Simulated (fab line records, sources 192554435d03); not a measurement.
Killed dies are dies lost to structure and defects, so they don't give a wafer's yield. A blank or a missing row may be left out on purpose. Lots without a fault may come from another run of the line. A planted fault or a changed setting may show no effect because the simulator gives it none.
Chamber matching | flow n5_finfet | N5_WELL_APT_DESCUM_30 on rie_diel-02: 4 sister chambers
The step chemistry O2, time 7.9 s. 18 wafers are shown with their chamber, then 9 later ones without.

WAFERS WITH THEIR CHAMBER
wafer  | chamber | showerhead_plenum_p_Torr (Torr) | throttle_valve_pct (%) | drypump_motor_current_A (A)
L075.2 | 1       | 2.13                            | 20.44                  | 5.2
L075.4 | 2       | 2.01                            | 20.84                  | 5.3
L075.6 | 0       | 2.02                            | 20.20                  | 6.2
L077.1 | 0       | 2.02                            | 20.19                  | 6.1
L077.4 | 1       | 2.13                            | 20.46                  | 5.2
L077.6 | 3       | 2.20                            | 20.92                  | 5.1
L079.2 | 1       | 2.12                            | 20.47                  | 5.3
L079.3 | 2       | 2.00                            | 20.85                  | 5.3
L079.5 | 3       | 2.20                            | 20.92                  | 5.1
L085.2 | 0       | 2.02                            | 20.21                  | 6.2
L085.5 | 0       | 2.02                            | 20.22                  | 6.1
L085.6 | 3       | 2.20                            | 20.93                  | 5.1
L086.1 | 2       | 2.00                            | 20.87                  | 5.3
L086.3 | 0       | 2.01                            | 20.24                  | 6.1
L086.5 | 0       | 2.01                            | 20.24                  | 6.1
L089.1 | 3       | 2.20                            | 20.94                  | 5.1
L089.4 | 2       | 2.00                            | 20.88                  | 5.3
L089.6 | 0       | 2.01                            | 20.23                  | 6.2

SIGNATURES (means of the wafers above)
reading                  | chamber 0 | chamber 1 | chamber 2 | chamber 3 | scatter within a chamber
showerhead_plenum_p_Torr | 2.0157    | 2.1267    | 2.0025    | 2.2000    | 0.00473
throttle_valve_pct       | 20.2186   | 20.4567   | 20.8600   | 20.9275   | 0.017
drypump_motor_current_A  | 6.143     | 5.233     | 5.300     | 5.100     | 0.0412
Rule: a wafer's distance from a chamber is the root of the sum, over the readings, of the square of ((its reading less the chamber's mean) divided by the reading's scatter). The wafer belongs to the nearest chamber; if the next one is less than 2 further off, it can't be placed. The scatter: the root of (the sum of the squares of (reading less its chamber's mean) over the shown wafers, divided by (wafers less chambers)).

WAFERS WITHOUT THEIR CHAMBER
wafer  | showerhead_plenum_p_Torr (Torr) | throttle_valve_pct (%) | drypump_motor_current_A (A)
L091.2 | 2.00                            | 20.89                  | 5.3
L091.5 | 2.11                            | 20.51                  | 5.2
L091.6 | 2.00                            | 20.90                  | 5.3
L092.3 | 2.00                            | 20.90                  | 5.3
L092.5 | 2.00                            | 20.90                  | 5.3
L092.6 | 2.11                            | 20.50                  | 5.2
L093.2 | 1.99                            | 20.91                  | 5.3
L093.3 | 2.01                            | 20.25                  | 6.2
L093.4 | 2.19                            | 20.96                  | 5.1

WHICH CHAMBER EACH WENT THROUGH
wafer  | from the rows above | in truth
L091.2 | 2                   | 2
L091.5 | 1                   | 1
L091.6 | 2                   | 2
L092.3 | 2                   | 2
L092.5 | 2                   | 2
L092.6 | 1                   | 1
L093.2 | 2                   | 2
L093.3 | 0                   | 0
L093.4 | 3                   | 3
Placed correctly: 9 of 9. Can't be placed from these rows: 0. Placed wrongly: 0.
